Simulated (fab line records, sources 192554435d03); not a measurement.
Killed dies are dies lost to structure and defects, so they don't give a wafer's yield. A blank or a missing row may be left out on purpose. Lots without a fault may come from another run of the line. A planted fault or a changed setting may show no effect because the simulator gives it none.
fab line records | flow n5_finfet
record lots=5 wafers=15 last_day=17
route steps=1938 shown BEOL_M3@979 BEOL_M4@1111 PASSIVATION@1936
lots that met no fault: from a run of the same line without faults
start_h: hours from the record's first day to the start of the lot's first wafer shown | wait_h: hours since the lot's step before | " the same as in the row above | L1.1+2: a row that stands for several wafers | - no value, or no start given | * or withheld: withheld | < > ~ a bound
route shown NAME@n: a module of which the file shows steps, and the number in the route of the first | usual: mean/standard deviation of fault-free wafers | same: alike in all rows | chamber/n: place in a boat | sites: the reading at each site | _std_site: their standard deviation | _edge_site: outer sites' mean less inner sites' | radius_mm: how far each site lies from the wafer's centre | mask NAME#n: copy n | behind: the tool/chamber that last shaped the wafer | hold: why the lot was held/for how many hours/how that ended | device: the transistor (n, p or np) that didn't switch | end of line: the same wafers' tests at the end of the route | a step without rows: its recipe alone | killed: dies lost to structure and defects at the first sort, not the wafer's yield | map: a wafer's dies, x killed, . not, _ none there
set.NAME: the setting as run; set.NAME@STEP: as run at that earlier step | model.NAME: the simulator's own value behind a step, which no gauge read
lots at some steps of the route; a table a step, a row a wafer
services: from which hour (start_h, from the record's first day; less than 0 if before it) a tool's chamber was out of use, for how many hours, and why
## steps
# step N5_BEOL_M3_STRIP_36
# recipe chemistry=N2/H2 power_w=450 temp_c=40 pressure_mtorr=20 rf_frequency_hz=6e+07 overash_fraction=0.3 bias_power_w=7 h2_frac=0.5 n2_flow_sccm=200 h2_flow_sccm=200
# step N5_BEOL_M3_TRENCH_ETCH_37
# recipe chemistry=C4F6/O2 target_depth_a=555.55 target=SiOC time_s=29.2 ion_energy_ev=250 pressure_mtorr=30 source_w=355 bias_w=185 Ar_flow_sccm=300 C4F6_flow_sccm=10 O2_flow_sccm=10
# step N5_BEOL_M3_ETCH_41
# recipe chemistry=CH3F/O2 target=SiCN target_depth_a=299 taper_deg=2 time_s=52.5 ion_energy_ev=120 mask_material=TiN pressure_mtorr=30 source_w=395 bias_w=75 Ar_flow_sccm=150 CH3F_flow_sccm=30 O2_flow_sccm=20
# step N5_BEOL_M3_STRIP_97
# recipe chemistry=N2/H2 time_s=10 power_w=450 temp_c=40 pressure_mtorr=20 rf_frequency_hz=6e+07 bias_power_w=7 n2_flow_sccm=200 h2_flow_sccm=200
# step N5_BEOL_M3_HM_STRIP_39
# recipe chemistry=peroxide_tin_strip material=TiN target_depth_a=250 temp_c=50 time_s=158
# step N5_BEOL_M3_SRD_40
# recipe time_s=30 temp_c=23 rinse_liquid=diw dry=ipa_marangoni
# step N5_BEOL_M3_PRECLEAN_42
# recipe chemistry=residue_remover time_s=60 temp_c=40
# step N5_BEOL_M3_SRD_43
# recipe time_s=30 temp_c=23 rinse_liquid=diw dry=ipa_marangoni
# step N5_BEOL_M3_DEGAS_44
# recipe ambient=vacuum temp_c=250 time_s=60
# step N5_BEOL_M3_PRE_CLEAN_45
# recipe gas=H2/He time_s=30 temp_c=250
# step N5_BEOL_M3_ALD_84
# recipe material=TaN target_thk_a=* temp_c=275 ald_precursor_family=PDMAT ald_co_reactant=NH3 pressure_torr=3 carrier_flow_sccm=1500 pulse_time_s=2 purge_time_s=3 co_reactant_purge_time_s=2 co_reactant_pulse_time_s=3 ald_cycles=30 precursor_vessel_temp_c=75 precursor_vessel_pressure_torr=26.25 precursor_vessel_carrier_sccm=1000
# usual ald_cycles=30/0 chamber_pressure_Torr=2.999/0.0066 heater_power_outer_w=233/33 heater_power_w=428/47
# columns lot.wafer tool chamber start_h wait_h ald_cycles chamber_pressure_Torr heater_power_outer_w heater_power_w
L115.1 ald_metal-02 3 165.03 0.1 30 2.999 205 388
L115.2 " 2 " " 30 2.992 209 420
L115.5 " 0 " " 30 2.988 307 547
L131.2 ald_metal-02 0 260.85 0.0 - - - -
L131.5 " 3 " " - - - -
L131.6 " 2 " " - - - -
L132.1 ald_metal-03 1 264.24 0.0 - - - -
L132.3 " 0 " " - - - -
L132.6 " 3 " " - - - -
L133.4 ald_metal-03 3 270.11 0.1 - - - -
L133.5 " 0 " " - - - -
L133.6 " 3 " " - - - -
L136.2 ald_metal-04 2 283.03 0.0 30 3.002 221 436
L136.4 " 1 " " 30 2.993 236 417
L136.6 " 1 " " 30 2.998 242 422
# step N5_BEOL_M3_SURFACE_TREAT_85
# recipe gas=Ar time_s=* ion_energy_ev=* ion_current_ma_cm2=0.5 pressure_mtorr=* ar_flow_sccm=30
# step N5_BEOL_M3_CVD_47
# recipe material=Co target_thk_a=30 temp_c=withheld precursor=CCTBA/H2 pressure_torr=30 time_s=223.8
# step N5_BEOL_M3_SPUTTER_48
# recipe material=Cu target_thk_a=45 temp_c=-20 chamber_pressure_pa=0.07 power_w=withheld time_s=8.29
# step N5_BEOL_M3_ANNEAL_49
# recipe temp_c=400 time_s=240 ambient=vacuum
# step N5_BEOL_M3_SPUTTER_79
# recipe material=Cu target_thk_a=45 temp_c=-20 chamber_pressure_pa=0.07 power_w=withheld time_s=8.29
# step N5_BEOL_M3_ANNEAL_80
# recipe temp_c=400 time_s=240 ambient=vacuum
# step N5_BEOL_M3_SPUTTER_81
# recipe material=Cu target_thk_a=45 temp_c=-20 chamber_pressure_pa=0.07 power_w=withheld time_s=8.29
# step N5_BEOL_M3_ANNEAL_82
# recipe temp_c=400 time_s=240 ambient=vacuum
# step N5_BEOL_M3_SPUTTER_86
# recipe material=Cu target_thk_a=45 temp_c=-20 chamber_pressure_pa=0.07 power_w=withheld time_s=8.29
# step N5_BEOL_M3_ANNEAL_87
# recipe temp_c=400 time_s=240 ambient=vacuum
# step N5_BEOL_M3_SPUTTER_88
# recipe material=Cu target_thk_a=45 temp_c=-20 chamber_pressure_pa=0.07 power_w=withheld time_s=8.29
# step N5_BEOL_M3_ANNEAL_89
# recipe temp_c=400 time_s=240 ambient=vacuum
# step N5_BEOL_M3_SPUTTER_90
# recipe material=Cu target_thk_a=45 temp_c=-20 chamber_pressure_pa=0.07 power_w=withheld time_s=8.29
# step N5_BEOL_M3_ANNEAL_91
# recipe temp_c=400 time_s=240 ambient=vacuum
# step N5_BEOL_M3_SPUTTER_92
# recipe material=Cu target_thk_a=45 temp_c=-20 chamber_pressure_pa=0.07 power_w=withheld time_s=8.29
# step N5_BEOL_M3_ANNEAL_93
# recipe temp_c=400 time_s=240 ambient=vacuum
# step N5_BEOL_M3_SPUTTER_94
# recipe material=Cu target_thk_a=45 temp_c=-20 chamber_pressure_pa=0.07 power_w=withheld time_s=8.29
# step N5_BEOL_M3_ANNEAL_95
# recipe temp_c=400 time_s=240 ambient=vacuum
# step N5_BEOL_M3_SPUTTER_96
# recipe material=Cu target_thk_a=45 temp_c=-20 chamber_pressure_pa=0.07 power_w=withheld time_s=8.29
# step N5_BEOL_M3_ECD_50
# recipe material=Cu target_thk_a=3000
# step N5_BEOL_M3_ANNEAL_51
# recipe temp_c=225 time_s=90 ambient=N2
# step N5_BEOL_M3_CMP_52
# recipe stop_on=SiOC t_overpolish_s=6.8 down_force_psi=1 platen_rpm=50 clearing_platen_down_force_psi=1.5 clearing_platen_rpm=50 post_cmp_clean=cu_alkaline target_thk_nm=40 clearing_platen_pad_velocity_m_s=0.99484 pad_velocity_m_s=0.99484
# usual barrier_field_endpoint_s=24.5/0.61 head_pressure_psi=0.9999/0.0022 motor_current_A=6.1/0.47
# columns lot.wafer tool chamber start_h wait_h barrier_field_endpoint_s head_pressure_psi motor_current_A
L115.2 cmp-04 0 167.83 0.3 24.3 1.0001 6.8
L115.1 " 1 " " 24.7 0.9965 5.6
L115.5 " 3 " " 25.0 1.0026 6.9
L131.2 cmp-01 3 263.70 0.2 22.1 1.0003 5.8
L131.6 " 2 " " 22.4 0.9978 5.7
L131.5 " 3 " " 22.8 0.9997 5.7
L132.1 cmp-02 3 267.54 0.3 22.5 0.9949 5.7
L132.3 " 1 " " 22.2 0.9968 6.9
L132.6 " 3 " " 22.4 1.0030 5.8
L133.4 cmp-02 1 273.84 0.2 23.1 1.0055 6.2
L133.6 " 2 " " 23.0 0.9981 6.2
L133.5 " 3 " " 22.5 1.0039 5.9
L136.2 cmp-02 2 285.84 0.2 25.0 1.0010 6.2
L136.4 " 3 " " 24.0 1.0029 5.2
L136.6 " 1 " " 25.0 1.0002 6.3
# step N5_BEOL_M4_RC_MEAS_101
# usual DIBL_N=35.9/1.6 DIBL_P=35.6/2.1 IOFF_N=0.149/0.029 IOFF_P=0.20/0.033 ION_N=671/11 ION_P=460/7.3 SS_N=71.4/0.62 SS_P=73.2/0.65 VT_N=251/3.1 VT_P=-251/3.4
# columns lot.wafer tool chamber start_h wait_h DIBL_N[mV/V] DIBL_P[mV/V] IOFF_N[nA/um] IOFF_P[nA/um] ION_N[uA/um] ION_P[uA/um] SS_N[mV/dec] SS_P[mV/dec] VT_N[mV] VT_P[mV]
L115.1 prober-01 0 179.69 0.0 31.9 32.8 0.102 0.14 645 446 70.8 71.8 257 -260
L115.2 " 0 " " 34.2 36.0 0.132 0.17 662 458 70.9 73.2 254 -255
L115.5 " 0 " " 34.3 36.6 0.145 0.18 672 464 71.8 73.0 251 -257
L136.2 prober-02 0 303.91 0.2 39.4 39.3 0.237 0.26 691 466 73.0 74.6 247 -247
L136.4 " 0 " " 33.0 32.5 0.124 0.16 677 458 70.6 72.5 251 -251
L136.6 " 0 " " 36.5 35.8 0.169 0.20 688 464 71.6 73.4 249 -251
# step N5_PASSIVATION_PROBE_49
# usual defect_limited_yield=90.9/1.5 killed_at_M0_to_M3=36/9.9 killed_at_M4_up=13/4.5 killed_at_contacts=13/6.4 killed_at_front_end=42/12 killed_at_other=3.4/3 killed_dies=107/18 killed_on_rim=14/4.3 killed_open=69/13 killed_short=35/8.2 sort_bin_4_leakage=0/0 sort_bin_5_function=5.3/1.1 sort_bin_6_memory=3.4/0.69 sort_n_pass=1073/18 sort_yield_pct=90.9/1.5
# same gross_dies=1180 killed_at_back_side=0 sort_bin_8_speed[%]=0
# columns lot.wafer tool chamber start_h wait_h defect_limited_yield[%] killed_at_M0_to_M3 killed_at_M4_up killed_at_contacts killed_at_front_end killed_at_other killed_dies killed_on_rim killed_open killed_short sort_bin_4_leakage[%] sort_bin_5_function[%] sort_bin_6_memory[%] sort_n_pass sort_yield_pct[%]
L115.1 prober-01 - 275.51 0.0 90.3 41 15 13 41 4 114 16 71 43 0 6.4 2.8 1066 90.3
L115.2 prober-01 - 275.56 0.1 93.8 29 8 4 23 9 73 9 44 29 0 3.2 2.5 1107 93.8
L115.5 prober-01 - 275.71 0.2 92.8 27 7 15 31 5 85 14 56 29 0 4.4 2.5 1095 92.8
L131.2 prober-01 - 376.56 1.1 0 1094 13 6 58 9 1180 152 74 40 90.25 5.4 4.1 0 0
L131.5 prober-01 - 376.71 1.3 0 1131 9 7 30 3 1180 152 51 33 92.71 4.1 3.0 0 0
L131.6 prober-01 - 376.76 1.3 0 1113 13 12 41 1 1180 152 69 39 90.68 5.8 3.2 0 0
L132.1 prober-01 - 376.81 0.8 0 1087 17 9 64 3 1180 152 93 43 88.05 6.9 4.5 0 0
L132.3 prober-01 - 376.91 0.9 0 1102 16 4 58 0 1180 152 83 36 89.92 5.2 4.5 0 0
L132.6 prober-01 - 377.06 1.0 0 1082 18 16 62 2 1180 152 82 44 88.98 6.7 3.7 0 0
L133.4 prober-02 - 386.86 0.2 0 1123 6 11 31 9 1180 152 65 35 91.44 5.0 3.4 0 0
L133.5 prober-02 - 386.91 0.2 0 1132 10 11 20 7 1180 152 64 37 91.44 5.4 2.9 0 0
L133.6 prober-02 - 386.96 0.3 0 1112 13 19 34 2 1180 152 81 30 90.59 5.7 3.6 0 0
L136.2 prober-02 - 407.28 0.1 91.1 32 20 27 25 1 105 12 76 27 0 4.7 3.7 1075 91.1
L136.4 prober-02 - 407.38 0.2 91.4 26 17 21 33 5 102 12 78 21 0 5.4 2.8 1078 91.4
L136.6 prober-02 - 407.48 0.3 91.5 26 9 25 39 1 100 11 70 28 0 4.7 3.5 1080 91.5
# killed by level:class
L115.1 BEOL_M0_SAQP:geometric_particle:short=19 BEOL_M0_SAQP:geometric_particle:open=18 FIN_SAQP:geometric_particle:open=15 MOL_CONTACT_COAG:geometric_particle:open=12 FIN_SAQP:geometric_particle:short=9 BEOL_M4:geometric_particle:open=5 STARTING-WAFER:geometric_particle:short=4 STI_FIN_REVEAL:geometric_particle:open=3
L115.2 BEOL_M0_SAQP:geometric_particle:short=8 BEOL_M0_SAQP:geometric_particle:open=7 BEOL_M2:geometric_particle:open=6 STI_FIN_REVEAL:geometric_particle:short=3 STI_FIN_REVEAL:geometric_particle:open=3 ILD0:geometric_particle:open=3 MOL_CONTACT_COAG:geometric_particle:open=3 BEOL_M3:geometric_particle:open=3
L115.5 FIN_SAQP:geometric_particle:open=18 MOL_CONTACT_COAG:geometric_particle:open=9 BEOL_M0_SAQP:geometric_particle:short=8 MOL_CONTACT_COAG:geometric_particle:short=6 BEOL_M3:geometric_particle:open=5 BEOL_M2:geometric_particle:open=4 STARTING-WAFER:geometric_particle:open=3 BEOL_M0_SAQP:geometric_particle:open=3
L131.2 BEOL_M3:area_ald=1042 M3:area_ald=23 FIN_SAQP:geometric_particle:short=14 BEOL_M2:geometric_particle:open=12 STI_FIN_REVEAL:geometric_particle:open=8 FIN_SAQP:geometric_particle:open=7 DUMMY_GATE:geometric_particle:open=6 BEOL_M0_SAQP:geometric_particle:open=6
L131.5 BEOL_M3:area_ald=1084 BEOL_M1:geometric_particle:open=15 FIN_SAQP:geometric_particle:short=14 M3:area_ald=10 BEOL_M2:geometric_particle:open=8 BEOL_M4:geometric_particle:open=5 MOL_CONTACT_COAG:geometric_particle:open=4 BEOL_M0_SAQP:geometric_particle:open=4
L131.6 BEOL_M3:area_ald=1046 M3:area_ald=24 BEOL_M2:geometric_particle:open=15 BEOL_M4:geometric_particle:open=8 FIN_SAQP:geometric_particle:short=6 MOL_CONTACT_COAG:geometric_particle:open=6 MOL_CONTACT_COAG:geometric_particle:short=6 BEOL_M1:geometric_particle:open=6
L132.1 BEOL_M3:area_ald=1023 FIN_SAQP:geometric_particle:open=20 M3:area_ald=16 GATE_CUT:geometric_particle:short=15 STI_FIN_REVEAL:geometric_particle:open=13 BEOL_M2:geometric_particle:open=11 BEOL_M1:geometric_particle:open=8 BEOL_M4:geometric_particle:open=8
L132.3 BEOL_M3:area_ald=1041 M3:area_ald=20 STI_FIN_REVEAL:geometric_particle:open=18 BEOL_M3:geometric_particle:open=12 BEOL_M2:geometric_particle:open=11 FIN_SAQP:geometric_particle:open=8 GATE_CUT:geometric_particle:short=7 BEOL_M4:geometric_particle:open=7
L132.6 BEOL_M3:area_ald=1031 M3:area_ald=19 FIN_SAQP:geometric_particle:open=17 MOL_CONTACT_COAG:geometric_particle:open=11 BEOL_M5:geometric_particle:open=9 FIN_SAQP:geometric_particle:short=8 DUMMY_GATE:geometric_particle:open=7 BEOL_M3:geometric_particle:open=6
L133.4 BEOL_M3:area_ald=1056 M3:area_ald=23 BEOL_M0_SAQP:geometric_particle:short=14 MOL_CONTACT_COAG:geometric_particle:open=9 FIN_SAQP:geometric_particle:open=8 BEOL_M0:geometric_particle:open=7 BEOL_M1:geometric_particle:open=7 FIN_SAQP:geometric_particle:short=6
L133.5 BEOL_M3:area_ald=1052 M3:area_ald=27 BEOL_M0_SAQP:geometric_particle:short=14 MOL_CONTACT_COAG:geometric_particle:open=11 BEOL_M2:geometric_particle:open=11 BEOL_M3:geometric_particle:open=8 BEOL_M0_SAQP:geometric_particle:open=6 FIN_SAQP:geometric_particle:open=5
L133.6 BEOL_M3:area_ald=1054 MOL_CONTACT_COAG:geometric_particle:open=15 M3:area_ald=15 BEOL_M2:geometric_particle:open=12 FIN_SAQP:geometric_particle:open=11 BEOL_M0_SAQP:geometric_particle:short=7 BEOL_M3:geometric_particle:open=7 BEOL_M5:geometric_particle:open=5
L136.2 MOL_CONTACT_COAG:geometric_particle:open=21 BEOL_M1:geometric_particle:open=11 BEOL_M0:geometric_particle:open=8 BEOL_M4:geometric_particle:open=6 BEOL_M5:geometric_particle:open=6 FIN_SAQP:geometric_particle:short=5 MOL_CONTACT_COAG:geometric_particle:short=5 BEOL_M3:geometric_particle:open=5
L136.4 MOL_CONTACT_COAG:geometric_particle:open=18 STI_FIN_REVEAL:geometric_particle:open=12 BEOL_M0_SAQP:geometric_particle:open=10 BEOL_M1:geometric_particle:open=7 BEOL_M5:geometric_particle:open=6 FIN_SAQP:geometric_particle:short=5 BEOL_M2:geometric_particle:open=5 FIN_SAQP:geometric_particle:open=4
L136.6 MOL_CONTACT_COAG:geometric_particle:open=22 STI_FIN_REVEAL:geometric_particle:open=15 BEOL_M2:geometric_particle:open=10 BEOL_M0_SAQP:geometric_particle:short=5 STI_FIN_REVEAL:geometric_particle:short=4 DUMMY_GATE:geometric_particle:open=4 GATE_CUT:geometric_particle:short=4 MOL_CONTACT_COAG:geometric_particle:short=3
# map L131.2 (x killed, . not)
_________________xxxxxxxxxxxx________________
______________xxxxxxxxxxxxxxxxxx_____________
___________xxxxxxxxxxxxxxxxxxxxxxxx__________
__________xxxxxxxxxxxxxxxxxxxxxxxxxx_________
________xxxxxxxxxxxxxxxxxxxxxxxxxxxxxx_______
_______xxxxxxxxxxxxxxxxxxxxxxxxxxxxxxxx______
______xxxxxxxxxxxxxxxxxxxxxxxxxxxxxxxxxx_____
_____xxxxxxxxxxxxxxxxxxxxxxxxxxxxxxxxxxxx____
____xxxxxxxxxxxxxxxxxxxxxxxxxxxxxxxxxxxxxx___
___xxxxxxxxxxxxxxxxxxxxxxxxxxxxxxxxxxxxxxxx__
___xxxxxxxxxxxxxxxxxxxxxxxxxxxxxxxxxxxxxxxx__
__xxxxxxxxxxxxxxxxxxxxxxxxxxxxxxxxxxxxxxxxxx_
__xxxxxxxxxxxxxxxxxxxxxxxxxxxxxxxxxxxxxxxxxx_
_xxxxxxxxxxxxxxxxxxxxxxxxxxxxxxxxxxxxxxxxxxxx
_xxxxxxxxxxxxxxxxxxxxxxxxxxxxxxxxxxxxxxxxxxxx
_xxxxxxxxxxxxxxxxxxxxxxxxxxxxxxxxxxxxxxxxxxxx
_xxxxxxxxxxxxxxxxxxxxxxxxxxxxxxxxxxxxxxxxxxxx
_xxxxxxxxxxxxxxxxxxxxxxxxxxxxxxxxxxxxxxxxxxxx
_xxxxxxxxxxxxxxxxxxxxxxxxxxxxxxxxxxxxxxxxxxxx
_xxxxxxxxxxxxxxxxxxxxxxxxxxxxxxxxxxxxxxxxxxxx
_xxxxxxxxxxxxxxxxxxxxxxxxxxxxxxxxxxxxxxxxxxxx
__xxxxxxxxxxxxxxxxxxxxxxxxxxxxxxxxxxxxxxxxxx_
__xxxxxxxxxxxxxxxxxxxxxxxxxxxxxxxxxxxxxxxxxx_
___xxxxxxxxxxxxxxxxxxxxxxxxxxxxxxxxxxxxxxxx__
___xxxxxxxxxxxxxxxxxxxxxxxxxxxxxxxxxxxxxxxx__
____xxxxxxxxxxxxxxxxxxxxxxxxxxxxxxxxxxxxxx___
_____xxxxxxxxxxxxxxxxxxxxxxxxxxxxxxxxxxxx____
______xxxxxxxxxxxxxxxxxxxxxxxxxxxxxxxxxx_____
_______xxxxxxxxxxxxxxxxxxxxxxxxxxxxxxxx______
________xxxxxxxxxxxxxxxxxxxxxxxxxxxxxx_______
__________xxxxxxxxxxxxxxxxxxxxxxxxxx_________
___________xxxxxxxxxxxxxxxxxxxxxxxx__________
______________xxxxxxxxxxxxxxxxxx_____________
_________________xxxxxxxxxxxx________________
# map L132.1 (x killed, . not)
_________________xxxxxxxxxxxx________________
______________xxxxxxxxxxxxxxxxxx_____________
___________xxxxxxxxxxxxxxxxxxxxxxxx__________
__________xxxxxxxxxxxxxxxxxxxxxxxxxx_________
________xxxxxxxxxxxxxxxxxxxxxxxxxxxxxx_______
_______xxxxxxxxxxxxxxxxxxxxxxxxxxxxxxxx______
______xxxxxxxxxxxxxxxxxxxxxxxxxxxxxxxxxx_____
_____xxxxxxxxxxxxxxxxxxxxxxxxxxxxxxxxxxxx____
____xxxxxxxxxxxxxxxxxxxxxxxxxxxxxxxxxxxxxx___
___xxxxxxxxxxxxxxxxxxxxxxxxxxxxxxxxxxxxxxxx__
___xxxxxxxxxxxxxxxxxxxxxxxxxxxxxxxxxxxxxxxx__
__xxxxxxxxxxxxxxxxxxxxxxxxxxxxxxxxxxxxxxxxxx_
__xxxxxxxxxxxxxxxxxxxxxxxxxxxxxxxxxxxxxxxxxx_
_xxxxxxxxxxxxxxxxxxxxxxxxxxxxxxxxxxxxxxxxxxxx
_xxxxxxxxxxxxxxxxxxxxxxxxxxxxxxxxxxxxxxxxxxxx
_xxxxxxxxxxxxxxxxxxxxxxxxxxxxxxxxxxxxxxxxxxxx
_xxxxxxxxxxxxxxxxxxxxxxxxxxxxxxxxxxxxxxxxxxxx
_xxxxxxxxxxxxxxxxxxxxxxxxxxxxxxxxxxxxxxxxxxxx
_xxxxxxxxxxxxxxxxxxxxxxxxxxxxxxxxxxxxxxxxxxxx
_xxxxxxxxxxxxxxxxxxxxxxxxxxxxxxxxxxxxxxxxxxxx
_xxxxxxxxxxxxxxxxxxxxxxxxxxxxxxxxxxxxxxxxxxxx
__xxxxxxxxxxxxxxxxxxxxxxxxxxxxxxxxxxxxxxxxxx_
__xxxxxxxxxxxxxxxxxxxxxxxxxxxxxxxxxxxxxxxxxx_
___xxxxxxxxxxxxxxxxxxxxxxxxxxxxxxxxxxxxxxxx__
___xxxxxxxxxxxxxxxxxxxxxxxxxxxxxxxxxxxxxxxx__
____xxxxxxxxxxxxxxxxxxxxxxxxxxxxxxxxxxxxxx___
_____xxxxxxxxxxxxxxxxxxxxxxxxxxxxxxxxxxxx____
______xxxxxxxxxxxxxxxxxxxxxxxxxxxxxxxxxx_____
_______xxxxxxxxxxxxxxxxxxxxxxxxxxxxxxxx______
________xxxxxxxxxxxxxxxxxxxxxxxxxxxxxx_______
__________xxxxxxxxxxxxxxxxxxxxxxxxxx_________
___________xxxxxxxxxxxxxxxxxxxxxxxx__________
______________xxxxxxxxxxxxxxxxxx_____________
_________________xxxxxxxxxxxx________________
## services
# columns tool chamber start_h hours kind
cmp-02 - 148.75 66.2 repair
ald_metal-04 - 156.82 2.9 repair
ald_metal-02 3 177.12 19.9 repair
cmp-01 - 182.65 5.5 pm
cmp-04 - 192.23 4.0 pm
cmp-04 - 196.23 - consumable_replace:conditioner
cmp-04 - 196.23 - consumable_replace:pad
ald_metal-04 - 223.20 0.6 repair
cmp-04 - 223.82 2.0 repair
ald_metal-03 0 231.60 2.0 repair
cmp-01 - 245.17 0.8 repair
cmp-04 - 254.89 5.3 pm
cmp-01 - 278.41 0.9 repair
ald_metal-04 1 284.38 6.7 repair
## key
first_sign step=N5_BEOL_M3_ALD_84 reading=tool_record direction=missing
effect step=N5_BEOL_M3_CMP_52 reading=barrier_field_endpoint_s direction=down sigmas=3.3 usual=24.5 struck=22.5
effect step=N5_PASSIVATION_PROBE_49 reading=sort_bin_4_leakage direction=up sigmas=99+ usual=0 struck=90.45
more_kills_born_at N5_BEOL_M3_ALD_84@ald_metal-03=6364 N5_BEOL_M3_ALD_84@ald_metal-02=3220
met_at N5_BEOL_M3_ALD_84
struck_wafers L131.2,L131.5,L131.6,L132.1,L132.3,L132.6,L133.4,L133.5,L133.6
later_rows_left_out L131.2,L131.5,L131.6,L132.1,L132.3,L132.6,L133.4,L133.5,L133.6
onset_between 165.03 260.85
fault kind=skipped_step_whole tool=ald_metal-02,ald_metal-03 chamber=- onset_h=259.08 steps=N5_BEOL_M3_ALD_84 scope=struck_lots_only
# later_rows_left_out: the simulator's readings of these wafers behind a module that went badly wrong aren't trusted and aren't shown, but for the sort
